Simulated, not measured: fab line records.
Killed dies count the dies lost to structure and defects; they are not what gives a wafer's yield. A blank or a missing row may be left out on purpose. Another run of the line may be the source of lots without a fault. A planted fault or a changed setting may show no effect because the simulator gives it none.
Which of the tools did it?    flow n5_finfet    24 lots, 72 wafers sampled, at 4 steps of a route of 1938

WHAT EACH GAUGE READ, for each wafer
N5_BEOL_M9_THK_MEAS_01.
lot   measured      on             M9_ILD_THK (nm)
L074  day 9 05:28   film_metro-01  267 276 269
L075  day 10 09:38  film_metro-01  264 273 271
L076  day 10 18:55  film_metro-01  264 267 266
L077  day 10 19:41  film_metro-01  268 272 270
L078  day 11 04:12  film_metro-01  265 268 272
L079  day 11 16:05  film_metro-02  268 268 272
L080  day 11 16:19  film_metro-01  269 266 273
L082  day 11 23:10  film_metro-01  270 275 274
L081  day 12 04:57  film_metro-01  266 269 270
L085  day 12 04:31  film_metro-01  270 273 275
L083  day 12 14:40  film_metro-01  264 267 268
L084  day 12 18:46  film_metro-01  267 270 270
L088  day 13 00:28  film_metro-02  264 269 271
L086  day 13 00:38  film_metro-02  259 262 269
L087  day 12 23:59  film_metro-01  267 270 272
L089  day 13 15:25  film_metro-02  277 274 272
L090  day 14 05:39  film_metro-02  267 272 272
L091  day 14 10:53  film_metro-01  268 272 272
L093  day 14 10:14  film_metro-01  265 270 273
L094  day 15 01:41  film_metro-01  265 268 268
L092  day 14 21:52  film_metro-01  259 264 264
L095  day 16 03:31  film_metro-01  271 276 275
L097  day 16 05:31  film_metro-02  270 271 274
L096  day 16 06:27  film_metro-02  269 272 274

WHAT TOOL EACH LOT RAN ON (gives the tool, then ch and the chambers of the sampled wafers, and finally the start)
lot   N5_BEOL_M8_CURE_74             N5_BEOL_M8_ETCH_72                  N5_BEOL_M8_STRIP_80
L074  uv_cure-03 ch 0, day 8 21:32   rie_diel-05 ch 0,2,3, day 9 01:46   rie_diel-05 ch 0,2,3, day 9 05:28 or earlier
L075  uv_cure-02 ch 0, day 10 02:14  rie_diel-06 ch 1,2, day 10 06:22    rie_diel-06 ch 1,2, day 10 09:38 or earlier
L076  uv_cure-03 ch 2, day 10 07:55  rie_diel-06 ch 1,2,3, day 10 15:19  rie_diel-06 ch 1,2,3, day 10 18:55 or earlier
L077  uv_cure-02 ch 0, day 10 08:54  rie_diel-05 ch 0,3, day 10 15:50    rie_diel-05 ch 0,3, day 10 19:41 or earlier
L078  uv_cure-03 ch 0, day 10 18:43  rie_diel-06 ch 1,2,3, day 11 00:55  rie_diel-06 ch 1,2,3, day 11 04:12 or earlier
L079  uv_cure-01 ch 0, day 11 06:51  rie_diel-01 ch 1,2,3, day 11 11:38  rie_diel-01 ch 1,2,3, day 11 16:05 or earlier
L080  uv_cure-02 ch 0, day 11 07:25  rie_diel-06 ch 0, day 11 11:41      rie_diel-06 ch 0, day 11 16:19 or earlier
L082  uv_cure-01 ch 0, day 11 12:54  rie_diel-05 ch 1,2,3, day 11 19:37  rie_diel-05 ch 1,2,3, day 11 23:10 or earlier
L081  uv_cure-03 ch 0, day 11 15:39  rie_diel-05 ch 0,1,2, day 12 00:23  rie_diel-05 ch 0,1,2, day 12 04:57 or earlier
L085  uv_cure-03 ch 1, day 11 16:26  rie_diel-06 ch 0,1,2, day 12 00:05  rie_diel-06 ch 0,1,2, day 12 04:31 or earlier
L083  uv_cure-03 ch 1, day 12 06:10  rie_diel-05 ch 0,1,3, day 12 10:34  rie_diel-05 ch 0,1,3, day 12 14:40 or earlier
L084  uv_cure-03 ch 2, day 12 11:55  rie_diel-01 ch 1,2,3, day 12 14:36  rie_diel-01 ch 1,2,3, day 12 18:46 or earlier
L088  uv_cure-03 ch 1, day 12 13:34  rie_diel-01 ch 0,1,2, day 12 18:44  rie_diel-01 ch 0,1,2, day 13 00:28 or earlier
L086  uv_cure-02 ch 0, day 12 13:34  rie_diel-05 ch 2,3, day 12 18:53    rie_diel-05 ch 2,3, day 13 00:38 or earlier
L087  uv_cure-03 ch 2, day 12 14:24  rie_diel-05 ch 1,3, day 12 18:29    rie_diel-05 ch 1,3, day 12 23:59 or earlier
L089  uv_cure-03 ch 1, day 13 08:26  rie_diel-01 ch 0,1, day 13 11:26    rie_diel-01 ch 0,1, day 13 15:25 or earlier
L090  uv_cure-02 ch 2, day 13 18:08  rie_diel-06 ch 1,2, day 14 00:23    rie_diel-06 ch 1,2, day 14 05:39 or earlier
L091  uv_cure-03 ch 2, day 14 02:00  rie_diel-06 ch 0,3, day 14 06:46    rie_diel-06 ch 0,3, day 14 10:53 or earlier
L093  uv_cure-02 ch 0, day 14 02:11  rie_diel-01 ch 0,1,2, day 14 06:44  rie_diel-01 ch 0,1,2, day 14 10:14 or earlier
L094  uv_cure-01 ch 1, day 14 08:49  rie_diel-05 ch 0,1,2, day 14 16:33  rie_diel-05 ch 0,1,2, day 15 01:41 or earlier
L092  uv_cure-03 ch 1, day 14 09:19  rie_diel-05 ch 1,2, day 14 16:09    rie_diel-05 ch 1,2, day 14 21:52 or earlier
L095  uv_cure-01 ch 2, day 15 18:43  rie_diel-06 ch 1,2,3, day 15 23:06  rie_diel-06 ch 1,2,3, day 16 03:31 or earlier
L097  uv_cure-03 ch 1, day 15 19:10  rie_diel-06 ch 0,1,2, day 16 00:34  rie_diel-06 ch 0,1,2, day 16 05:31 or earlier
L096  uv_cure-01 ch 0, day 15 21:23  rie_diel-06 ch 0,1, day 16 01:14    rie_diel-06 ch 0,1, day 16 06:27 or earlier
- N5_BEOL_M8_CURE_74: cures SiCOH lowk, time 240 s.
- N5_BEOL_M8_ETCH_72: etches underlayer in N2/H2, target depth 6.5 nm, time 5.2 s.
- N5_BEOL_M8_STRIP_80: strips in N2/H2, time 10 s.

AS READ BY THE TOOLS THEMSELVES (means over the sampled wafers that have a number; for cases with no such wafer, the mark the record gives instead)
N5_BEOL_M8_CURE_74.
lot   tool        lamp_power_pct (%)  wafer_temp_C_max
L074  uv_cure-03  52.31               387.8
L075  uv_cure-02  52.26               385.8
L076  uv_cure-03  52.35               386.6
L077  uv_cure-02  52.30               386.3
L078  uv_cure-03  52.26               388.0
L079  uv_cure-01  52.32               387.6
L080  uv_cure-02  52.28               386.5
L082  uv_cure-01  52.33               387.6
L081  uv_cure-03  52.33               387.8
L085  uv_cure-03  52.35               387.2
L083  uv_cure-03  52.28               387.3
L084  uv_cure-03  52.31               386.8
L088  uv_cure-03  52.34               387.2
L086  uv_cure-02  52.33               385.8
L087  uv_cure-03  52.35               386.3
L089  uv_cure-03  52.30               387.1
L090  uv_cure-02  52.34               386.0
L091  uv_cure-03  52.30               386.8
L093  uv_cure-02  52.29               386.3
L094  uv_cure-01  52.31               388.5
L092  uv_cure-03  52.27               386.6
L095  uv_cure-01  52.29               387.5
L097  uv_cure-03  52.32               387.2
L096  uv_cure-01  52.30               387.9

N5_BEOL_M8_ETCH_72.
lot   tool         drypump_motor_current_A (A)  etch_rf_on_time_s (s)  oes_product_au (a.u.)  rf_vpp_V (V)  showerhead_plenum_p_Torr (Torr)  throttle_valve_pct (%)
L074  rie_diel-05  5.9                          5.20                   0.64                   523.8         2.57                             17.88
L075  rie_diel-06  5.5                          5.19                   0.70                   524.0         2.53                             17.94
L076  rie_diel-06  5.6                          5.17                   0.68                   523.4         2.52                             18.04
L077  rie_diel-05  6.1                          5.15                   0.69                   523.1         2.52                             17.78
L078  rie_diel-06  5.7                          5.23                   0.67                   523.3         2.52                             18.02
L079  rie_diel-01  5.6                          5.18                   0.70                   522.5         2.53                             17.65
L080  rie_diel-06  5.6                          5.03                   0.65                   524.1         2.53                             17.81
L082  rie_diel-05  5.8                          5.12                   0.74                   525.0         2.57                             17.78
L081  rie_diel-05  5.8                          5.19                   0.78                   523.5         2.52                             17.56
L085  rie_diel-06  5.7                          5.17                   0.69                   524.5         2.55                             17.85
L083  rie_diel-05  6.0                          5.21                   0.71                   522.1         2.52                             17.80
L084  rie_diel-01  5.6                          5.13                   0.69                   523.1         2.53                             17.67
L088  rie_diel-01  5.5                          5.11                   0.65                   523.6         2.51                             17.73
L086  rie_diel-05  5.9                          5.10                   0.65                   526.3         2.61                             18.03
L087  rie_diel-05  6.0                          5.15                   0.66                   523.4         2.57                             18.03
L089  rie_diel-01  5.0                          5.21                   0.62                   522.1         2.49                             17.94
L090  rie_diel-06  5.5                          5.17                   0.66                   522.6         2.52                             18.01
L091  rie_diel-06  5.5                          5.22                   0.71                   527.6         2.66                             18.02
L093  rie_diel-01  5.5                          5.13                   0.64                   523.4         2.50                             17.77
L094  rie_diel-05  5.8                          5.22                   0.74                   521.7         2.51                             17.60
L092  rie_diel-05  5.7                          5.17                   0.77                   521.5         2.52                             17.59
L095  rie_diel-06  5.7                          5.24                   0.70                   527.0         2.62                             18.01
L097  rie_diel-06  5.7                          5.10                   0.67                   523.1         2.54                             17.92
L096  rie_diel-06  5.4                          5.15                   0.61                   521.6         2.48                             17.99

N5_BEOL_M8_STRIP_80.
lot   tool         drypump_motor_current_A (A)  oes_product_au (a.u.)  rf_vpp_V (V)  showerhead_plenum_p_Torr (Torr)  throttle_valve_pct (%)
L074  rie_diel-05  5.9                          0.75                   59.5          2.57                             23.7
L075  rie_diel-06  5.5                          0.83                   58.9          2.53                             23.7
L076  rie_diel-06  5.6                          0.80                   59.7          2.52                             23.9
L077  rie_diel-05  6.1                          0.81                   58.5          2.52                             23.6
L078  rie_diel-06  5.7                          0.79                   58.7          2.52                             23.9
L079  rie_diel-01  5.6                          0.82                   59.0          2.53                             23.4
L080  rie_diel-06  5.6                          0.76                   59.0          2.52                             23.5
L082  rie_diel-05  5.8                          0.86                   59.5          2.57                             23.6
L081  rie_diel-05  5.8                          0.91                   58.5          2.52                             23.4
L085  rie_diel-06  5.7                          0.81                   58.4          2.55                             23.6
L083  rie_diel-05  6.0                          0.83                   59.4          2.52                             23.5
L084  rie_diel-01  5.5                          0.81                   59.5          2.52                             23.4
L088  rie_diel-01  5.5                          0.76                   60.1          2.50                             23.4
L086  rie_diel-05  5.9                          0.76                   59.5          2.60                             23.8
L087  rie_diel-05  6.0                          0.77                   58.6          2.56                             23.7
L089  rie_diel-01  5.0                          0.73                   59.5          2.49                             23.7
L090  rie_diel-06  5.5                          0.78                   59.3          2.51                             23.8
L091  rie_diel-06  5.5                          0.83                   59.2          2.66                             24.0
L093  rie_diel-01  5.5                          0.75                   58.1          2.50                             23.5
L094  rie_diel-05  5.8                          0.87                   59.1          2.51                             23.4
L092  rie_diel-05  5.7                          0.89                   59.0          2.51                             23.4
L095  rie_diel-06  5.7                          0.82                   59.6          2.61                             23.9
L097  rie_diel-06  5.7                          0.77                   58.4          2.54                             23.7
L096  rie_diel-06  5.4                          0.72                   58.5          2.48                             23.6

THE ANSWER, worked out from the rows above alone
Rule: the lots themselves supply what counts as usual. Put in order of their means at a reading, lots are off if they are a third of the lots or fewer, leave a main group of 4 or more, and stand apart from it by a gap of 3 or more times the standard deviation of the main group's means; of several such gaps the widest counts. A main group is skipped when, at the precision printed for the reading in the tables above, its means are all equal. Also off: a lot with no number at a reading for which 4 or more lots have one. Where the step has rows for the other lots, those lots are counted as sound. First the gauges in route order, then the tools' own readings, where a lot's mean is used as printed above. The first step at which some lot is off is used, and at that step the reading that is off furthest; a lot without a number counts as furthest.
No lot is off at any reading shown: from this, nothing can be told.

WHAT THE SIMULATOR HAD PUT IN
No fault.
